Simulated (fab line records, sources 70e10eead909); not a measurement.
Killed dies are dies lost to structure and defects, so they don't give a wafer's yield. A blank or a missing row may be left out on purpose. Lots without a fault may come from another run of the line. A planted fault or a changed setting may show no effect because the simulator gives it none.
One fault seen from 2 desks | flow nand_harc | each desk has only its own numbers; what lay behind them comes last

THE TOOL OWNER'S DESK: cmp-04
The tool's own readings at NHARC_A_CONTACT_CMP_20 (polishes, t overpolish 30 s, target thk 300 nm): means of the sampled wafers that have a number, for each lot that ran on this tool. A lot is out of limits, marked OUT, if its mean lies more than 4 standard deviations from the usual mean; the brackets give that distance.
Columns: A = edge_zone_pressure_frac at NHARC_A_CONTACT_CMP_20, usual 1.000; B = motor_current_A at NHARC_A_CONTACT_CMP_20, usual 12.2 A; C = overpolish_run_s at NHARC_A_CONTACT_CMP_20, usual 30.000 s; D = retaining_ring_pressure_frac at NHARC_A_CONTACT_CMP_20, usual 1.000; E = time_to_endpoint_s at NHARC_A_CONTACT_CMP_20, usual 60 s
lot  | first seen here | A     | B    | C      | D     | E
L376 | day 18 00:45    | 1.000 | 12.4 | 30.001 | 1.001 | 60
L378 | day 18 04:58    | 1.001 | 12.4 | 30.000 | 0.997 | 61
L385 | day 19 19:39    | 1.002 | 11.2 | 30.006 | 1.000 | 58
This desk's finding: nothing out of limits on any of the 3 lots.

THE DEFECT DESK
What the inspections along the route counted, lot by lot: means of the sampled wafers that have a number. A lot is out of limits, marked OUT, if its mean lies more than 4 standard deviations from the usual mean; the brackets give that distance.
Columns: A = raw_defect_count at NHARC_A_CONTACT_INSPECT_23, usual 402; B = raw_defect_count at NHARC_A_BLC_INSPECT_12, usual 27
lot  | first seen here | A   | B
L375 | day 17 16:31    | 349 | 20
L376 | day 18 01:07    | 348 | 16
L378 | day 18 05:20    | 389 | 29
L380 | day 18 19:04    | 336 | 35
L385 | day 19 20:00    | 609 | 240 (+18) OUT
L386 | day 20 14:28    | 307 | 25
L388 | day 21 17:20    | 376 | 14
L387 | day 21 21:27    | 365 | 26
L390 | day 21 23:48    | 598 | 36
L391 | day 22 10:01    | 352 | 33
L395 | day 22 17:47    | 498 | 40
L394 | day 22 20:50    | 317 | 31
L396 | day 23 08:47    | 658 | 18
This desk's finding: out of limits on L385; first on L385, day 19 20:40 (raw_defect_count at NHARC_A_BLC_INSPECT_12). In limits: L375, L376, L378, L380, L386, L388, L387, L390, L391, L395, L394, L396.

PUT TOGETHER
The defect desk could have raised an alarm at day 19 20:40, on L385.
The tool owner's desk saw nothing out of limits.
The tool owner's desk has L385 on record, within its limits.
Of the lots named, all ran NHARC_A_CONTACT_CMP_20 on cmp-04.

WHAT THE SIMULATOR HAD PUT IN
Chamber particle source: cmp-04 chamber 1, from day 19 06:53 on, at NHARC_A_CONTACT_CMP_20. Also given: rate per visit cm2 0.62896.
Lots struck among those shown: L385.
Hours from the fault's start to each desk's first reading out of limits: the defect desk, 14.
